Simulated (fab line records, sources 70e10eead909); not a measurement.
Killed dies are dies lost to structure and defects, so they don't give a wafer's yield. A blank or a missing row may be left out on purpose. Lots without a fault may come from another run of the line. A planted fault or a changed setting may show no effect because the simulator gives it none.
Which tool did it? | flow nand_harc | 12 lots, 36 wafers sampled, at 5 steps of a route of 1302

WHAT THE GAUGES READ, wafer by wafer
NHARC_A_M0_OVL_MEAS_10: pitch 160 nm. Usual: overlay_x_nm 0.3 nm, standard deviation 0.74; overlay_y_nm -0.3 nm, standard deviation 1.
lot  | measured     | on         | overlay_x_nm (nm) | overlay_y_nm (nm) | flag
L741 | day 23 05:05 | overlay-01 | 0.1 -0.1 0.0      | -0.2 0.8 0.4      |
L742 | day 24 01:43 | overlay-01 | 1.4 1.4 2.0       | 1.6 2.3 2.1       |
L744 | day 24 18:40 | overlay-02 | -0.7 -1.3 -0.9    | -0.3 -0.8 -0.5    |
L743 | day 25 03:07 | overlay-02 | 0.6 1.0 0.5       | -1.4 -1.9 -0.7    |
L747 | day 25 09:25 | overlay-02 | 0.6 0.3 0.7       | -1.2 -1.2 -1.2    |
L754 | day 28 12:51 | overlay-01 | -1.1 -1.3 -1.0    | -0.6 -1.7 -0.6    |
L755 | day 28 20:01 | overlay-02 | 0.3 0.3 0.4       | -0.4 -0.9 -0.3    |
L757 | day 29 01:34 | overlay-02 | 0.5 0.5 0.8       | 1.9 2.2 2.7       |
L756 | day 29 03:11 | overlay-02 | 1.8 1.2 1.0       | -0.6 -0.2 -0.8    |
L758 | day 30 22:28 | overlay-01 | 1.4 1.4 0.7       | -0.6 -0.5 -0.7    |
L760 | day 31 05:47 | overlay-02 | 0.9 0.4 0.5       | -1.5 -1.6 -1.7    |
L761 | day 31 19:11 | overlay-02 | -0.5 -0.6 -0.7    | -0.6 -0.5 -1.0    |

NHARC_END_SORT_01. Usual: defect_limited_yield 92.3 %, standard deviation 2.7; killed_at_array 47, standard deviation 18; killed_at_other 0.9, standard deviation 1.1; killed_at_periphery 4, standard deviation 3.1; killed_dies 52, standard deviation 18; killed_open 3.1, standard deviation 1.5; killed_short 2.4, standard deviation 1.5; sort_bin_2_pct 2.7 %, standard deviation 1.2; sort_bin_3_pct 0.6 %, standard deviation 0.38; sort_bin_4_pct 4.5 %, standard deviation 1.5; sort_n_pass 625, standard deviation 18; sort_rim_yield_pct 89 %, standard deviation 4.5; sort_yield_pct 92.3 %, standard deviation 2.7.
lot  | measured     | on        | defect_limited_yield (%) | killed_at_array | killed_at_other | killed_at_periphery | killed_dies | killed_open | killed_short | sort_bin_2_pct (%) | sort_bin_3_pct (%) | sort_bin_4_pct (%) | sort_n_pass | sort_rim_yield_pct (%) | sort_yield_pct (%) | flag
L743 | day 26 19:14 | prober-01 | 87.6 93.5 87.6           | 76 43 81        | 2 1 0           | 6 0 3               | 84 44 84    | 4 2 3       | 0 1 6        | 5.2 3.0 4.0        | 1.3 1.2 1.6        | 5.9 2.4 6.8        | 593 633 593 | 89 87 84               | 87.6 93.5 87.6     |
L747 | day 27 03:50 | prober-01 | 93.6 92.5 93.9           | 42 43 37        | 1 0 0           | 0 8 4               | 43 51 41    | 3 2 0       | 1 4 3        | 1.8 3.5 1.9        | 0.6 0.6 0.7        | 4.0 3.4 3.4        | 634 626 636 | 99 92 97               | 93.6 92.5 93.9     |
L754 | day 30 07:50 | prober-01 | 87.1 88.0 84.6           | 81 72 100       | 0 0 0           | 6 9 4               | 87 81 104   | 4 5 2       | 7 3 2        | 6.1 4.3 6.9        | 0.9 0.4 1.0        | 5.9 7.2 7.4        | 590 596 573 | 86 77 89               | 87.1 88.0 84.6     |
L755 | day 30 15:35 | prober-02 | 89.7 92.5 88.6           | 53 40 69        | 0 1 0           | 17 10 8             | 70 51 77    | 7 1 4       | 6 2 2        | 2.5 2.5 3.4        | 0.4 0.9 1.0        | 7.4 4.1 6.9        | 607 626 600 | 90 86 87               | 89.7 92.5 88.6     |
L756 | day 30 18:03 | prober-01 | 92.9 95.0 92.6           | 47 30 48        | 0 2 1           | 1 2 1               | 48 34 50    | 4 1 3       | 3 2 2        | 1.9 1.8 2.7        | 0.3 0.6 0.7        | 4.9 2.7 4.0        | 629 643 627 | 85 92 92               | 92.9 95.0 92.6     |

WHICH TOOL RAN EACH LOT (tool, then ch and the chambers of the sampled wafers, then the start)
lot  | NHARC_A_BLC_STRIP_21               | NHARC_A_BLC_PVD_32                      | NHARC_A_M0_SOFTBAKE_04
L741 | rie_diel-10 ch 0,2,3, day 23 02:17 | pvd_sputter-01, day 23 04:00 or earlier | litho_track-01 ch 0, day 23 04:00
L742 | rie_diel-04 ch 1,2,3, day 23 22:59 | pvd_sputter-01, day 24 01:00 or earlier | litho_track-01 ch 0, day 24 01:00
L744 | rie_diel-03 ch 0,1, day 24 15:52   | pvd_sputter-03, day 24 18:00 or earlier | litho_track-01 ch 0, day 24 18:00
L743 | rie_diel-10 ch 1,2,3, day 24 23:53 | pvd_sputter-02, day 25 02:00 or earlier | litho_track-01 ch 0, day 25 02:00
L747 | rie_diel-03 ch 1,2,3, day 25 06:10 | pvd_sputter-03, day 25 09:00 or earlier | litho_track-01 ch 0, day 25 09:00
L754 | rie_diel-04 ch 0,1,2, day 28 10:01 | pvd_sputter-03, day 28 12:00 or earlier | litho_track-01 ch 0, day 28 12:00
L755 | rie_diel-10 ch 0,1,3, day 28 17:13 | pvd_sputter-03, day 28 19:00 or earlier | litho_track-04 ch 0, day 28 19:00
L757 | rie_diel-10 ch 2,3, day 28 22:45   | pvd_sputter-03, day 29 01:00 or earlier | litho_track-04 ch 0, day 29 01:00
L756 | rie_diel-03 ch 0,1,2, day 29 00:24 | pvd_sputter-02, day 29 02:00 or earlier | litho_track-06 ch 0, day 29 02:00
L758 | rie_diel-03 ch 1,2,3, day 30 19:15 | pvd_sputter-01, day 30 21:00 or earlier | litho_track-06 ch 0, day 30 21:00
L760 | rie_diel-10 ch 0,2,3, day 31 02:59 | pvd_sputter-01, day 31 05:00 or earlier | litho_track-04 ch 0, day 31 05:00
L761 | rie_diel-10 ch 0,3, day 31 16:12   | pvd_sputter-01, day 31 18:00 or earlier | litho_track-04 ch 0, day 31 18:00
- NHARC_A_BLC_STRIP_21: strips in O2.
- NHARC_A_BLC_PVD_32: deposits Ti, target thk 5 nm, time 17.7 s.
- NHARC_A_M0_SOFTBAKE_04: time 55 s.

WHAT THE TOOLS THEMSELVES READ (means of the sampled wafers that have a number; where no wafer has one, the mark that the record gives instead)
NHARC_A_BLC_STRIP_21. Usual: drypump_motor_current_A 5.9 A, standard deviation 0.36; oes_product_au 0.997 a.u., standard deviation 0.014; rf_vpp_V 57.9 V, standard deviation 0.91; showerhead_plenum_p_Torr 3.57 Torr, standard deviation 0.12; throttle_valve_pct 17.037 %, standard deviation 0.0083.
lot  | tool        | drypump_motor_current_A (A) | oes_product_au (a.u.) | rf_vpp_V (V) | showerhead_plenum_p_Torr (Torr) | throttle_valve_pct (%) | flag
L741 | rie_diel-10 | 6.0                         | 1.008                 | 58.5         | 3.53                            | 17.042                 |
L742 | rie_diel-04 | 6.0                         | 0.994                 | 57.6         | 3.63                            | 17.039                 |
L744 | rie_diel-03 | 5.8                         | 0.995                 | 58.0         | 3.56                            | 17.037                 |
L743 | rie_diel-10 | 5.7                         | 1.003                 | 57.7         | 3.64                            | 17.039                 |
L747 | rie_diel-03 | 6.0                         | 0.991                 | 57.3         | 3.53                            | 17.031                 |
L754 | rie_diel-04 | 5.8                         | 1.001                 | 56.8         | 3.48                            | 17.042                 |
L755 | rie_diel-10 | 5.8                         | 1.001                 | 56.3         | 3.61                            | 17.039                 |
L757 | rie_diel-10 | 5.8                         | 1.016                 | 58.1         | 3.62                            | 17.042                 |
L756 | rie_diel-03 | 6.1                         | 0.991                 | 57.5         | 3.52                            | 17.036                 |
L758 | rie_diel-03 | 6.0                         | 0.987                 | 57.8         | 3.53                            | 17.045                 |
L760 | rie_diel-10 | 6.0                         | 1.015                 | 57.9         | 3.52                            | 17.036                 |
L761 | rie_diel-10 | 6.1                         | 1.005                 | 58.2         | 3.50                            | 17.041                 |

NHARC_A_BLC_PVD_32. Usual: cathode_dc_power_W 4999.9 W, standard deviation 0.86; throttle_valve_pct 29.3 %, standard deviation 0.78.
lot  | tool           | cathode_dc_power_W (W) | throttle_valve_pct (%) | flag
L741 | pvd_sputter-01 | 5000.1                 | 29.1                   |
L742 | pvd_sputter-01 | 5000.3                 | 28.7                   |
L744 | pvd_sputter-03 | 4999.8                 | 29.3                   |
L743 | pvd_sputter-02 | 5000.3                 | 29.9                   |
L747 | pvd_sputter-03 | 4999.5                 | 29.2                   |
L754 | pvd_sputter-03 | 5000.2                 | 29.6                   |
L755 | pvd_sputter-03 | 4999.8                 | 29.4                   |
L757 | pvd_sputter-03 | 4999.9                 | 29.5                   |
L756 | pvd_sputter-02 | 4999.5                 | 30.9                   |
L758 | pvd_sputter-01 | 4999.7                 | 28.6                   |
L760 | pvd_sputter-01 | 5000.4                 | 29.1                   |
L761 | pvd_sputter-01 | 5000.1                 | 28.7                   |

NHARC_A_M0_SOFTBAKE_04. Usual: heater_power_total_W 188.47 W, standard deviation 0.14; resist_line_temp_C 23.00 C, standard deviation 0.097.
lot  | tool           | heater_power_total_W (W) | resist_line_temp_C (C) | flag
L741 | litho_track-01 | 188.46                   | 23.05                  |
L742 | litho_track-01 | 188.51                   | 23.13                  |
L744 | litho_track-01 | 188.48                   | 23.01                  |
L743 | litho_track-01 | 233.40                   | 23.07                  | OFF
L747 | litho_track-01 | 233.37                   | 22.85                  | OFF
L754 | litho_track-01 | 188.40                   | 23.03                  |
L755 | litho_track-04 | 188.53                   | 23.04                  |
L757 | litho_track-04 | 188.47                   | 23.07                  |
L756 | litho_track-06 | 188.53                   | 23.02                  |
L758 | litho_track-06 | 188.53                   | 22.94                  |
L760 | litho_track-04 | 188.44                   | 23.02                  |
L761 | litho_track-04 | 188.45                   | 22.99                  |

THE ANSWER, worked out from the rows above alone
Rule: a lot is off if the mean of its wafers that have a number lies more than 3 standard deviations from the usual mean. A lot without any number at a reading at which 4 lots or more have one is off too. The other lots that the step has rows for count as sound. The gauges are gone through in route order, then the tools' own readings, and for those a lot's mean is taken as printed above. The first step at which some lot is off is used, and at that step the reading that is off furthest; a lot without a number counts as furthest.
Off: L743, L747, at NHARC_A_M0_SOFTBAKE_04 (heater_power_total_W).
A tool fits if, at that step or a process step before it, it ran every lot that is off, and no sound lot after the first of them. NHARC_A_BLC_PVD_32 gives no start for some lots, so the hours and the order of its lots are those of NHARC_A_M0_SOFTBAKE_04. None of those tried fits.

WHAT THE SIMULATOR HAD PUT IN
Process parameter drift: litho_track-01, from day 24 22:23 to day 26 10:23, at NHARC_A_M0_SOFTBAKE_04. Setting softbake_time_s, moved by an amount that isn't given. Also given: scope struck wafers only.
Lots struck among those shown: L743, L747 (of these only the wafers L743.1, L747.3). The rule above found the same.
